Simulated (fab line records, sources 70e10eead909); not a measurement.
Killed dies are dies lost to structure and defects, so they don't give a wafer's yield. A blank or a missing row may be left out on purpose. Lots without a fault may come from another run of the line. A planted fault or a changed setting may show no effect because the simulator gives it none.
fab line records | flow nand_harc
record lots=12 wafers=36 last_day=23
route steps=1159 shown A_M1@1058 A_BONDPAD@1059 END@1159
lots that met no fault: from a run of the same line without faults
start_h: hours from the record's first day to the start of the lot's first wafer shown | wait_h: hours since the lot's step before | " the same as in the row above | L1.1+2: a row that stands for several wafers | - no value, or no start given | * or withheld: withheld | < > ~ a bound
route shown NAME@n: a module of which the file shows steps, and the number in the route of the first | usual: mean/standard deviation of fault-free wafers | same: alike in all rows | chamber/n: place in a boat | sites: the reading at each site | _std_site: their standard deviation | _edge_site: outer sites' mean less inner sites' | radius_mm: how far each site lies from the wafer's centre | mask NAME#n: copy n | behind: the tool/chamber that last shaped the wafer | hold: why the lot was held/for how many hours/how that ended | device: the transistor (n, p or np) that didn't switch | end of line: the same wafers' tests at the end of the route | a step without rows: its recipe alone | killed: dies lost to structure and defects at the first sort, not the wafer's yield | map: a wafer's dies, x killed, . not, _ none there
set.NAME: the setting as run; set.NAME@STEP: as run at that earlier step | model.NAME: the simulator's own value behind a step, which no gauge read
steps of the route over a sample of lots; a table a step, a row a wafer
services: from which hour (start_h, from the record's first day; less than 0 if before it) a tool's chamber was out of use, for how many hours, and why
## steps
# step NHARC_A_M1_DEP_33
# recipe target_thk_a=300 temp_c=370 target_thk_nm=30 pressure_torr=3 flow_sccm=200 rf_w=450 material=SiCN
# usual heater_power_outer_w=309/49 heater_power_w=559/63
# columns lot.wafer tool chamber start_h wait_h heater_power_outer_w heater_power_w
L851.3 pecvd-04 0 406.56 0.1 262 511
L851.2 " 1 " " 291 531
L851.5 " 1 " " 284 544
L854.2 pecvd-01 1 408.05 0.1 272 562
L854.3 " 2 " " 333 556
L854.6 " 2 " " 330 542
L852.3 pecvd-04 1 408.97 0.1 326 602
L852.2 " 2 " " 307 565
L852.4 " 1 " " 330 590
L853.3 pecvd-02 0 412.07 0.1 295 541
L853.1 " 1 " " 304 522
L853.6 " 1 " " 302 519
L856.1 pecvd-02 1 444.64 0.1 365 615
L856.6 " 2 " " 366 644
L856.5 " 0 " " 270 494
L861.3 pecvd-04 0 449.62 0.1 285 531
L861.6 " 1 " " 341 630
L861.4 " 2 " " 230 450
L857.4 pecvd-02 2 456.47 0.2 391 676
L857.5 " 0 " " 293 538
L857.6 " 1 " " 301 501
L859.1 pecvd-04 2 458.91 0.1 269 511
L859.5 " 2 " " 266 521
L859.4 " 1 " " 349 627
L858.3 pecvd-01 2 464.48 0.1 371 595
L858.4 " 2 " " 358 586
L858.6 " 1 " " 271 571
L863.3 pecvd-01 0 471.68 0.1 304 552
L863.2 " 1 " " 254 534
L863.5 " 2 " " 355 553
L865.2 pecvd-04 2 481.88 0.1 276 522
L865.4 " 2 " " 266 518
L865.5 " 0 " " 258 506
L867.3 pecvd-02 2 506.82 0.1 397 673
L867.6 " 0 " " 302 540
L867.5 " 1 " " 298 507
# step NHARC_A_BONDPAD_DEP_00
# recipe target_thk_a=2500 temp_c=370 target_thk_nm=250 pressure_torr=3 flow_sccm=200 rf_w=450 material=SiCN
# usual heater_power_outer_w=327/38 heater_power_w=600/60
# columns lot.wafer tool chamber start_h wait_h heater_power_outer_w heater_power_w
L851.2 pecvd-02 0 407.11 - 313 556
L851.3 " 1 " " 331 555
L851.5 " 1 " " 342 557
L854.3 pecvd-02 0 408.77 - 258 473
L854.2 " 2 " " 420 698
L854.6 " 1 " " 345 557
L852.3 pecvd-03 1 409.52 - 313 633
L852.2 " 0 " " 336 646
L852.4 " 1 " " 322 667
L853.3 pecvd-01 2 412.62 - 298 500
L853.1 " 0 " " 336 587
L853.6 " 1 " " 293 559
L856.1 pecvd-02 1 - - 343 561
L856.6 " 2 " " 421 722
L856.5 " 1 " " 345 563
L861.3 pecvd-01 0 450.26 - 329 580
L861.4 " 1 " " 288 556
L861.6 " 2 " " 370 583
L857.6 pecvd-01 0 457.06 - 299 539
L857.5 " 1 " " 335 620
L857.4 " 2 " " 381 604
L859.1 pecvd-03 2 459.51 - 340 629
L859.4 " 2 " " 352 623
L859.5 " 0 " " 315 595
L858.3 pecvd-03 0 465.03 - 281 576
L858.4 " 1 " " 312 649
L858.6 " 2 " " 330 631
L863.2 pecvd-01 2 - - 352 565
L863.3 " 1 " " 288 579
L863.5 " 0 " " 314 548
L865.2 pecvd-01 0 482.43 - 378 627
L865.4 " 1 " " 280 579
L865.5 " 2 " " 342 551
L867.3 pecvd-01 2 507.46 - 333 537
L867.6 " 0 " " 339 587
L867.5 " 1 " " 278 579
# step NHARC_A_BONDPAD_ETCH_34
# recipe target_depth_a=600 overetch_a=180 time_s=65.91 ion_energy_ev=200 n2_flow_sccm=150 h2_flow_sccm=150 ar_flow_sccm=0 rf_w=400 bias_w=150 chemistry=N2/H2
# usual drypump_motor_current_A=5.7/0.48 oes_product_au=0.998/0.015 rf_vpp_V=431.5/2.5 showerhead_plenum_p_Torr=2.08/0.088 throttle_valve_pct=14.170/0.0091
# columns lot.wafer tool chamber start_h wait_h drypump_motor_current_A oes_product_au rf_hours_counter_h rf_vpp_V showerhead_plenum_p_Torr throttle_valve_pct
L851.2 rie_diel-03 2 408.48 0.1 5.7 0.988 0 431.2 2.09 14.166
L851.3 " 3 " " 5.8 0.996 0 434.8 2.17 14.159
L851.5 " 2 " " 5.6 0.989 - 432.2 2.09 14.159
L854.3 rie_diel-11 2 410.30 0.1 4.8 0.985 6 429.6 1.97 14.174
L854.2 " 3 " " 6.3 1.006 6 430.0 1.99 14.196
L854.6 " 3 " " 6.3 1.021 - 428.2 1.99 14.163
L852.2 rie_diel-03 0 410.95 0.1 5.9 0.998 0 427.7 1.94 14.176
L852.4 " 1 " " 5.1 0.996 1 433.8 2.14 14.173
L852.3 " 2 " " 5.7 0.980 1 431.2 2.09 14.165
L853.3 rie_diel-03 2 414.10 0.1 5.7 0.980 1 431.5 2.09 14.165
L853.1 " 3 " " 5.8 1.000 1 433.8 2.17 14.168
L853.6 " 2 " " 5.7 0.979 - 432.3 2.09 14.162
L856.1 rie_diel-11 1 446.74 0.1 6.6 0.987 15 430.5 2.05 14.172
L856.5 " 2 " " 4.8 0.971 - 427.5 1.97 14.162
L856.6 " 3 " " 6.3 1.017 - 428.7 1.98 14.184
L861.4 rie_diel-03 0 451.82 0.2 5.9 1.004 2 425.9 1.94 14.160
L861.3 " 2 " " 5.7 0.980 2 432.2 2.09 14.165
L861.6 " 1 " " 5.1 1.003 - 433.7 2.14 14.171
L857.4 rie_diel-03 3 458.46 0.1 5.8 0.994 2 435.4 2.17 14.170
L857.5 " 1 " " 5.1 1.005 - 433.4 2.14 14.169
L857.6 " 2 " " 5.6 0.986 - 430.9 2.09 14.165
L859.1 rie_diel-03 1 461.02 0.1 5.1 1.011 2 433.9 2.14 14.172
L859.4 " 2 " " 5.7 0.976 2 430.0 2.09 14.170
L859.5 " 0 " " 5.8 0.999 - 428.9 1.94 14.161
L858.3 rie_diel-13 0 466.57 0.1 5.5 1.037 2 434.5 2.17 14.179
L858.4 " 1 " " 5.3 1.011 1 433.6 2.11 14.170
L858.6 " 3 " " 6.3 1.019 - 431.9 2.11 14.176
L863.3 rie_diel-03 3 473.67 0.1 5.8 1.003 2 433.8 2.17 14.162
L863.2 " 0 " " 5.9 0.998 3 429.0 1.94 14.173
L863.5 " 1 " " 5.1 1.008 - 432.0 2.14 14.160
L865.4 rie_diel-03 3 483.83 0.1 5.8 1.001 3 434.2 2.17 14.168
L865.2 " 0 " " 5.9 1.018 3 426.0 1.94 14.167
L865.5 " 2 " " 5.7 0.990 - 431.3 2.09 14.157
L867.3 rie_diel-11 3 508.94 0.1 6.3 1.011 26 428.2 1.98 14.167
L867.6 " 0 " " 5.9 0.989 - 434.2 2.15 14.174
L867.5 " 1 " " 6.6 1.000 - 431.0 2.04 14.173
# step NHARC_A_BONDPAD_ECD_18
# recipe target_thk_a=4000 bath_temp_c=25 material=Cu
# usual bath_temp_c=25.01/0.11
# columns lot.wafer tool chamber start_h wait_h bath_temp_c
L851.2 ecd_cu-01 1 409.70 - 25.08
L851.3 " 1 " " 24.95
L851.5 " 1 " " 24.83
L854.2 ecd_cu-01 1 411.67 - 25.02
L854.3 " 0 " " 25.19
L854.6 " 1 " " 24.98
L852.2 ecd_cu-02 0 412.24 - 25.13
L852.3 " 1 " " 24.97
L852.4 " 0 " " 25.01
L853.1 ecd_cu-02 0 415.36 - 24.83
L853.3 " 1 " " 25.02
L853.6 " 0 " " 25.03
L856.1 ecd_cu-02 0 447.96 - 24.93
L856.6 " 0 " " 24.89
L856.5 " 1 " " 24.97
L861.3 ecd_cu-02 1 453.16 - 25.20
L861.4 " 0 " " 24.93
L861.6 " 1 " " 25.06
L857.4 ecd_cu-01 1 459.83 - 25.13
L857.5 " 1 " " 25.06
L857.6 " 0 " " 24.83
L859.1 ecd_cu-02 1 462.22 - 24.99
L859.4 " 0 " " 24.93
L859.5 " 1 " " 25.04
L858.3 ecd_cu-01 1 467.94 - 25.03
L858.4 " 0 " " 24.97
L858.6 " 0 " " 25.00
L863.2 ecd_cu-02 1 475.02 - 25.02
L863.3 " 1 " " 25.10
L863.5 " 0 " " 25.20
L865.2 ecd_cu-02 1 485.16 - 24.93
L865.4 " 1 " " 24.86
L865.5 " 0 " " 25.07
L867.3 ecd_cu-02 0 510.29 - 25.00
L867.6 " 1 " " 25.00
L867.5 " 0 " " 25.11
# step NHARC_END_SORT_01
# recipe temp_c=25
# usual defect_limited_yield=95.5/1.4 killed_at_array=26/9.7 killed_at_other=1.0/1.2 killed_at_periphery=3.9/2.6 killed_dies=31/9.7 killed_open=3.2/1.8 killed_short=2.0/1.3 sort_bin_2_pct=1.4/0.6 sort_bin_3_pct=0.23/0.2 sort_bin_4_pct=2.9/0.97 sort_n_pass=646/9.7 sort_rim_yield_pct=95.7/2.6 sort_yield_pct=95.5/1.4
# same gross_dies=677 sort_bin_5_pct[%]=0 sort_bin_6_pct[%]=0 sort_bin_7_pct[%]=0 sort_bin_8_pct[%]=0 sort_rim_n_gross=106.00
# columns lot.wafer tool chamber start_h wait_h defect_limited_yield[%] killed_at_array killed_at_other killed_at_periphery killed_dies killed_open killed_short sort_bin_2_pct[%] sort_bin_3_pct[%] sort_bin_4_pct[%] sort_n_pass sort_rim_yield_pct[%] sort_yield_pct[%]
L863.2 prober-01 0 504.92 2.8 95.9 19 3 6 28 2 2 1.6 0.44 2.1 649 91.5 95.9
L863.3 prober-01 0 505.72 3.1 96.6 14 1 8 23 4 3 0.9 0 2.5 654 91.5 96.6
L863.5 prober-01 0 507.33 3.7 94.7 29 2 5 36 4 5 1.2 0.30 3.8 641 94.3 94.7
L865.2 prober-02 0 516.14 2.8 95.3 31 1 0 32 4 3 1.5 0.30 3.0 645 98.1 95.3
L865.4 prober-02 0 517.72 3.4 95.0 32 0 2 34 2 5 2.2 0.30 2.5 643 92.5 95.0
L865.5 prober-02 0 518.51 3.7 0 674 1 2 677 4 4 97.5 0.30 2.2 0 0 0
L867.3 prober-01 0 543.76 3.1 0 674 1 2 677 2 0 95.9 0.30 3.8 0 0 0
L867.5 prober-01 0 545.34 3.7 0 675 1 1 677 4 1 95.3 0.30 4.4 0 0 0
L867.6 prober-01 0 546.13 4.0 93.4 38 2 5 45 2 2 2.4 0.44 3.8 632 91.5 93.4
# killed by level:class
L863.2 A_SLIT:chamber_film_flake=12 P_CONTACT:chamber_film_flake=4 A_STAIRCASE:chamber_film_flake=4 THIN_TSV:chamber_film_flake=3 A_CHANNEL_FILL_D1:geometric_particle:short=2 P_BONDPAD:geometric_particle:open=1 A_CONTACT:geometric_particle:open=1 P_ZERO_WELL:chamber_film_flake=1
L863.3 A_SLIT:chamber_film_flake=5 P_CONTACT:chamber_film_flake=4 A_WL_FILL:geometric_particle:open=2 P_ZERO_WELL:chamber_film_flake=2 A_CHANNEL_HOLE_D1:chamber_film_flake=2 A_CONTACT:chamber_film_flake=2 P_CONTACT:geometric_particle:open=1 P_M0:geometric_particle:short=1
L863.5 A_SLIT:chamber_film_flake=9 A_CHANNEL_HOLE_D1:chamber_film_flake=5 P_CONTACT:chamber_film_flake=4 A_WL_FILL:chamber_film_flake=3 A_CHANNEL_FILL_D1:geometric_particle:short=2 A_WL_FILL:geometric_particle:open=2 A_STAIRCASE:chamber_film_flake=2 A_ONON_D1:geometric_particle:open=1
L865.2 A_CHANNEL_HOLE_D1:chamber_film_flake=16 A_STAIRCASE:chamber_film_flake=5 A_CONTACT:chamber_film_flake=3 A_ONON_D1:geometric_particle:short=1 A_CHANNEL_HOLE_D1:geometric_particle:open=1 A_CHANNEL_FILL_D1:geometric_particle:short=1 A_SGD_CUT:geometric_particle:open=1 A_WL_FILL:geometric_particle:short=1
L865.4 A_CHANNEL_HOLE_D1:chamber_film_flake=20 A_CONTACT:chamber_film_flake=4 A_ONON_D1:geometric_particle:short=2 A_STAIRCASE:chamber_film_flake=2 P_CONTACT:geometric_particle:short=1 A_CHANNEL_FILL_D1:geometric_particle:short=1 A_CHANNEL_FILL_D1:geometric_particle:open=1 A_WL_FILL:geometric_particle:short=1
L865.5 A_BONDPAD:area_ecd=646 A_CHANNEL_HOLE_D1:chamber_film_flake=10 A_CONTACT:chamber_film_flake=7 A_STAIRCASE:chamber_film_flake=4 A_WL_FILL:geometric_particle:short=2 A_CONTACT:geometric_particle:open=2 A_M1:geometric_particle:short=2 P_CONTACT:geometric_particle:open=1
L867.3 A_BONDPAD:area_ecd=638 A_CHANNEL_HOLE_D1:chamber_film_flake=25 A_SLIT:chamber_film_flake=8 A_WL_FILL:chamber_film_flake=2 A_BLC:geometric_particle:open=1 STARTING-WAFER:geometric_particle:open=1 P_ZERO_WELL:chamber_film_flake=1 P_M2:chamber_film_flake=1
L867.5 A_BONDPAD:area_ecd=633 A_CHANNEL_HOLE_D1:chamber_film_flake=22 A_SLIT:chamber_film_flake=14 A_ONON_D1:geometric_particle:short=1 A_CHANNEL_HOLE_D1:geometric_particle:open=1 A_WL_FILL:geometric_particle:open=1 A_CONTACT:geometric_particle:open=1 A_M1:geometric_particle:open=1
L867.6 A_CHANNEL_HOLE_D1:chamber_film_flake=19 A_SLIT:chamber_film_flake=12 P_M2:chamber_film_flake=4 A_WL_FILL:chamber_film_flake=3 A_CHANNEL_FILL_D1:geometric_particle:short=2 THIN_TSV:chamber_film_flake=2 A_CHANNEL_FILL_D1:geometric_particle:open=1 A_M1:geometric_particle:open=1
## services
# columns tool chamber start_h hours kind
rie_diel-03 - 392.33 9.0 pm
rie_diel-03 0 392.33 9.0 vent_cycle
rie_diel-03 1 392.33 9.0 vent_cycle
rie_diel-03 2 392.33 9.0 vent_cycle
rie_diel-03 3 392.33 9.0 vent_cycle
rie_diel-03 0 401.33 - clean
rie_diel-03 1 401.33 - clean
rie_diel-03 2 401.33 - clean
pecvd-04 0 416.91 15.0 repair
pecvd-01 - 418.20 13.0 pm
pecvd-01 0 418.20 13.0 vent_cycle
pecvd-01 1 418.20 13.0 vent_cycle
pecvd-01 2 418.20 13.0 vent_cycle
pecvd-02 1 422.53 6.2 repair
pecvd-01 0 431.20 - clean
pecvd-01 1 431.20 - clean
pecvd-01 2 431.20 - clean
rie_diel-11 - 432.78 0.4 repair
ecd_cu-01 - 448.58 8.0 pm
rie_diel-13 - 453.00 9.0 pm
ecd_cu-02 - 456.90 4.8 repair
rie_diel-03 1 470.57 3.0 repair
pecvd-03 - 473.23 13.0 pm
pecvd-04 - 490.51 1.0 repair
## key
first_sign step=NHARC_END_SORT_01 reading=sort_bin_2_pct direction=up sigmas=99+ usual=1.4 struck=96.2
effect step=NHARC_END_SORT_01 reading=killed_at_array direction=up sigmas=67 usual=26 struck=674
more_kills_born_at NHARC_A_BONDPAD_ECD_18@ecd_cu-02=1917
met_at NHARC_A_BONDPAD_ECD_18
struck_lots L865,L867
struck_wafers L865.5,L867.3,L867.5
later_rows_left_out L865.5,L867.3,L867.5
not_acting_at NHARC_A_M1_DEP_33,NHARC_A_BONDPAD_DEP_00,NHARC_A_BONDPAD_ETCH_34
onset_between 475.02 485.16
fault kind=process_parameter_drift tool=ecd_cu-02 chamber=0 onset_h=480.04 steps=NHARC_A_BONDPAD_ECD_18 channel=target_thk_a offset=* shape=step end_h=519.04 acts_in=* stated=*
# later_rows_left_out: the simulator's readings of these wafers behind a module that went badly wrong aren't trusted and aren't shown, but for the sort
